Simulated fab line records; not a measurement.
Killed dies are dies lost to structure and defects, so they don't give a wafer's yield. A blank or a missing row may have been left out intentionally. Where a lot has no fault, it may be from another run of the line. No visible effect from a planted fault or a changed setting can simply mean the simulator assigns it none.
A lot that was struck, set against a sound lot / flow n5Finfet / 15 out of 1938 route steps
Sound: the wafers L318.1, L318.4, L318.6. Struck: wafer L327.3 (L327.1, L327.4, from the same lot, were not struck and are left out); the cause is given at the end.
For every step that has rows: the tool of each side, followed by ch and its chambers, followed by its first start. Under that, the readings that differ: sound wafers / struck wafers / difference of the means / sigmas: that difference in standard deviations of wafers without a fault.
alike: readings whose means differ by less than 2 such deviations, and words and numbers that are the same on both sides. not compared: withheld readings, readings that some wafer has no value for, bounds like >300 that may hide the same value, and numbers for which the record gives no deviation and whose values overlap.
The two part at a step that has a row with sigmas, a row that says differs or no value, or rows on one side only. Non-overlapping numbers with no deviation appear without sigmas and do not part them. A reading that every wafer of one side lacks parts them only if that side has two wafers or more.

first, 1 step without rows for these wafers: N5_BEOL_M3_DESCUM_33 (chemistry O2, time 7 s).
N5_BEOL_M3_ETCH_77: etches underlayer in N2/H2, target depth 6.5 nm, time 5.2 s.
  sound on rieDiel-04 ch 0,2,3, day 7 21:02; struck on rieDiel-04 ch 2, day 10 11:07
  alike: drypumpMotorCurrentA, etchRfOnTimeS, oesProductAu, rfVppV, showerheadPlenumPTorr, throttleValvePct
  not compared: rfHoursCounterH
N5_BEOL_M3_ETCH_69: etches SiARC in CF4, target depth 15.6 nm, time 26 s.
  sound on rieDiel-04 ch 0,2,3, day 7 21:03; struck on rieDiel-04 ch 2, day 10 11:08
  alike: drypumpMotorCurrentA, etchRfOnTimeS, oesProductAu, rfVppV, showerheadPlenumPTorr, throttleValvePct
  not compared: rfHoursCounterH
N5_BEOL_M3_ALD_98: deposits SiO2, target thk 2.5 nm, pulse time 1 s, co reactant pulse time 1 s.
  sound on aldSin-04 ch 1,2, day 7 21:08; struck on aldSin-04 ch 3, day 10 11:13
  alike: heaterPowerW, precursorPulseHeightRel
N5_BEOL_M3_ETCHBACK_99: etches SiO2 in CHF3, target depth 5 nm, time 10.4 s.
  sound on rieDiel-02 ch 1,2,3, day 8 01:47; struck on rieDiel-06 ch 3, day 10 12:20
reading=rfVppV (V); sound=237 237 239; struck=245; difference=+7; sigmas=+2
  alike: drypumpMotorCurrentA, oesProductAu, showerheadPlenumPTorr, throttleValvePct
  not compared: rfHoursCounterH
then, 7 steps without rows for these wafers: N5_BEOL_M3_ETCH_70 (etches SOC in N2/H2, target depth 80 nm, overetch 16 nm, time 120 s); N5_BEOL_M3_STRIP_71 (strips in N2/H2); N5_BEOL_M3_STRIP_78 (strips in N2/H2); N5_BEOL_M3_VIA_ETCH_34 (etches the open film in C4F6/O2, target depth 69.4 nm, time 65.9 s); N5_BEOL_M3_STRIP_83 (strips in C4F6/O2); N5_BEOL_M3_STRIP_36 (strips in N2/H2); N5_BEOL_M3_TRENCH_ETCH_37 (etches SiOC in C4F6/O2, target depth 55.555 nm, time 29.2 s).
N5_BEOL_M3_ETCH_41: etches SiCN in CH3F/O2, target depth 29.9 nm, time 52.5 s.
  sound on rieDiel-02 ch 1,2,3, day 8 02:04; struck on rieDiel-06 ch 3, day 10 12:35
reading=model.etch.depthNm (nm); sound=19.62 19.75 20.06; struck=26.85; difference=+7.04; sigmas=
  alike: drypumpMotorCurrentA, oesProductAu, rfVppV, showerheadPlenumPTorr, throttleValvePct
  not compared: rfHoursCounterH
N5_BEOL_M3_STRIP_97: strips in N2/H2, time 10 s.
  sound on rieDiel-02 ch 1,2,3; struck on rieDiel-06 ch 3
  alike: biasPowerW, drypumpMotorCurrentA, oesProductAu, rfVppV, showerheadPlenumPTorr, throttleValvePct
  not compared: rfHoursCounterH
N5_BEOL_M4_RC_MEAS_101:
  sound on prober-01 ch 0, day 8 22:31; struck on prober-01 ch 0, day 11 02:31
  alike: DIBL_N, DIBL_P, IOFF_N, IOFF_P, ION_N, ION_P, SS_N, SS_P, VT_N, VT_P

## WHERE THEY PART
At N5_BEOL_M3_ETCHBACK_99 and nowhere else, as far as this record goes. Later steps at which nothing parts them and some readings are alike: N5_BEOL_M3_ETCH_41, N5_BEOL_M3_STRIP_97, N5_BEOL_M4_RC_MEAS_101.

WHY: the cause the simulator had injected
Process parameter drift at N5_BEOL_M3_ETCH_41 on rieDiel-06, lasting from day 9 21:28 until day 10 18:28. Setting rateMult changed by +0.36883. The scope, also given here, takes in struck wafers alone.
